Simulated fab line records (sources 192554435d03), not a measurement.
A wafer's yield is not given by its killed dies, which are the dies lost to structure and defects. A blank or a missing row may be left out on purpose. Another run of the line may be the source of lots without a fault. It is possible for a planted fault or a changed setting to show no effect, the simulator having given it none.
Split-lot trial | flow n5_finfet | 21 wafers read from 7 lots, route of 1938 steps

## ABOUT THE SPLIT
At N5_BEOL_M4_DESCUM_16 (chemistry O2, time 7 s), the setting time_s was moved away from the recipe's 7 s on 7 of the 21 wafers read, by -18.6% to +18.8%. This setting was run at the recipe's value on the other wafers.

## BETWEEN THE SPLIT AND THE READING: the file shows 1 step in between
- N5_BEOL_M4_ETCH_74: etches underlayer in N2/H2, target depth 6.5 nm, time 5.2 s

## THE READING
CAR-EUV_of_BEOL_M4_COAT_05.thk_nm (the simulator's own value, which no gauge read), in nm, at N5_BEOL_M4_ETCH_63 (etches SiARC in CF4, target depth 15.6 nm, time 26 s). The file gives no usual value for it. Average 11.2 nm, standard deviation 0.13 nm, over the 14 wafers here run with the recipe.

wafer  | tool, chamber at the split | time_s as run, s | against the recipe | CAR-EUV_of_BEOL_M4_COAT_05.thk_nm, nm | against lot-mates on the recipe
L077.3 | rie_diel-05, 2             | 8.314            | +18.8%             | 10.6                                  | -0.6
L077.5 | rie_diel-05, 2             | 8.314            | +18.8%             | 10.4                                  | -0.8
L077.6 | rie_diel-05, 1             | 7                | recipe             | 11.2                                  | -
L081.3 | rie_diel-04, 0,2           | 7                | recipe             | 11.4                                  | -
L081.4 | rie_diel-04, 0,2           | 7                | recipe             | 11.4                                  | -
L081.5 | rie_diel-04, 1             | 5.701            | -18.6%             | 11.8                                  | +0.4
L084.1 | rie_diel-04, 1,3,0         | 7                | recipe             | 11.2                                  | -
L084.2 | rie_diel-04, 1,3,0         | 7                | recipe             | 11.4                                  | -
L084.3 | rie_diel-04, 1,3,0         | 7                | recipe             | 11.4                                  | -
L085.2 | rie_diel-06, 2             | 7                | recipe             | 11.2                                  | -
L085.3 | rie_diel-06, 1             | 7                | recipe             | 11.2                                  | -
L085.5 | rie_diel-06, 2             | 7                | recipe             | 11.2                                  | -
L091.1 | rie_diel-05, 0,3           | 5.93             | -15.3%             | 12                                    | +0.8
L091.4 | rie_diel-05, 1             | 7                | recipe             | 11.2                                  | -
L091.6 | rie_diel-05, 0,3           | 5.93             | -15.3%             | 11.8                                  | +0.6
L089.1 | rie_diel-06, 2,0           | 7                | recipe             | 11.2                                  | -
L089.4 | rie_diel-06, 0             | 7.931            | +13.3%             | 10.6                                  | -0.5
L089.5 | rie_diel-06, 2,0           | 7                | recipe             | 11                                    | -
L094.2 | rie_diel-05, 1             | 5.977            | -14.6%             | 11.6                                  | +0.5
L094.4 | rie_diel-05, 1,2           | 7                | recipe             | 11                                    | -
L094.6 | rie_diel-05, 1,2           | 7                | recipe             | 11.2                                  | -
Rows listing several chambers each stand for several wafers; the file does not say which wafer went through which chamber.

FIT RESULTS
A straight line over all 21 wafers: CAR-EUV_of_BEOL_M4_COAT_05.thk_nm changes by -0.038 nm for each +1% of time_s; r = -0.94; the points scatter about the line by 0.14 nm.
The same after taking each lot's own level away (the mean of its wafers on the recipe; 21 wafers): -0.0362 nm for each +1%; r = -0.96; scatter 0.11 nm.
Per that fit: largest time_s move, reading shift of 0.68 nm.
The span of the lots' own levels, 11.10 to 11.40 nm, comes to 2.3 times the standard deviation stated above.
Hence the lot-to-lot level has little effect on the slope; both slopes agree.
Check: for one of the wafers moved furthest among these (+18.8%), held out of the fit, the line's prediction against its lot-mates is -0.711 nm. Against them it came out at -0.6 nm.

## THE OTHER SPLITS THESE WAFERS WENT THROUGH
Before the reading, these wafers also passed through other splits. Each is held against what the fit with the lots' levels taken away leaves over:
other split on the same wafers | wafers away from the commonest value | r with CAR-EUV_of_BEOL_M4_COAT_05.thk_nm (lot level and that fit taken away)
N5_BEOL_M3_EXPOSE_08 dose_mj   | 7                                    | +0.62

## THE WHOLE CHAIN: every reading that the file lists as answering this split, in the file's order
step                 | what it does                                         | reading                                                                            | change (the file's fit)                | r (the file's)
N5_BEOL_M4_DESCUM_16 | chemistry O2, time 7 s                               | CAR-EUV_of_BEOL_M4_COAT_05.thk_nm (the simulator's own value, which no gauge read) | -0.0346 nm for each +1% of the setting | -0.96
N5_BEOL_M4_ETCH_63   | etches SiARC in CF4, target depth 15.6 nm, time 26 s | CAR-EUV_of_BEOL_M4_COAT_05.thk_nm (the simulator's own value, which no gauge read) | -0.0342 nm for each +1% of the setting | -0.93

## THE FILE'S OWN FIT
CAR-EUV_of_BEOL_M4_COAT_05.thk_nm changes by -0.0342 nm for each +1% of time_s, r = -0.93.
